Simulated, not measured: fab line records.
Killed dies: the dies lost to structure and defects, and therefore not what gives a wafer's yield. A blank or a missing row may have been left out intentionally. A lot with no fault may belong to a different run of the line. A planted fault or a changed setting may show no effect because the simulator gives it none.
Chamber matching + flow n5Finfet + N5_BEOL_M0_CUTY_ETCH_62 on rieDiel-02 has 4 sister chambers
The step etches SiARC in CF4, time 58.5 s. 8 wafers are shown with their chamber, then 8 later ones without.

WAFERS, EACH WITH ITS CHAMBER
| wafer  | chamber | drypumpMotorCurrentA (A) | etchRfOnTimeS (s) |
|--------|---------|--------------------------|-------------------|
| L084.1 | 1       | 5.4                      | 61.5              |
| L087.1 | 2       | 5.4                      | 58.4              |
| L087.2 | 0       | 5.6                      | 58.1              |
| L087.3 | 3       | 6.6                      | 58.5              |
| L087.4 | 1       | 5.3                      | 61.5              |
| L087.5 | 0       | 5.6                      | 57.8              |
| L087.6 | 3       | 6.6                      | 58.2              |
| L088.1 | 2       | 5.4                      | 58.2              |

WAFERS WHOSE CHAMBER IS MISSING
| wafer  | drypumpMotorCurrentA (A) | etchRfOnTimeS (s) |
|--------|--------------------------|-------------------|
| L088.3 | 5.4                      | 61.0              |
| L088.5 | 5.4                      | 58.5              |
| L095.2 | 5.6                      | 58.4              |
| L095.3 | 5.4                      | 58.7              |
| L095.4 | 5.6                      | 58.9              |
| L097.1 | 5.6                      | 58.7              |
| L097.5 | 5.4                      | 58.8              |
| L097.6 | 6.6                      | 58.7              |

CHAMBER TAKEN BY EACH
| wafer  | from the rows above     | in truth |
|--------|-------------------------|----------|
| L088.3 | 1                       | 1        |
| L088.5 | 2                       | 2        |
| L095.2 | 0                       | 0        |
| L095.3 | 2                       | 2        |
| L095.4 | can't be placed: 0 or 2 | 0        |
| L097.1 | can't be placed: 0 or 2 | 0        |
| L097.5 | 2                       | 2        |
| L097.6 | 3                       | 3        |
Correctly placed: 6 of 8. Not placeable from these rows: 2 (in 2, the candidates include the true chamber). Placed wrongly: 0.
How it was worked out, from the rows above alone: a wafer's distance from a chamber is the root of the sum, over the readings, of the square of ((its reading less the chamber's mean) divided by the reading's scatter). The wafer belongs to the nearest chamber; if the next one is less than 2 further off, it can't be placed. The mean given for a chamber averages the wafers shown for that chamber. The scatter is the square root of a quotient: the sum, over the shown wafers, of each reading's squared deviation from its chamber's mean, divided by wafers minus chambers.
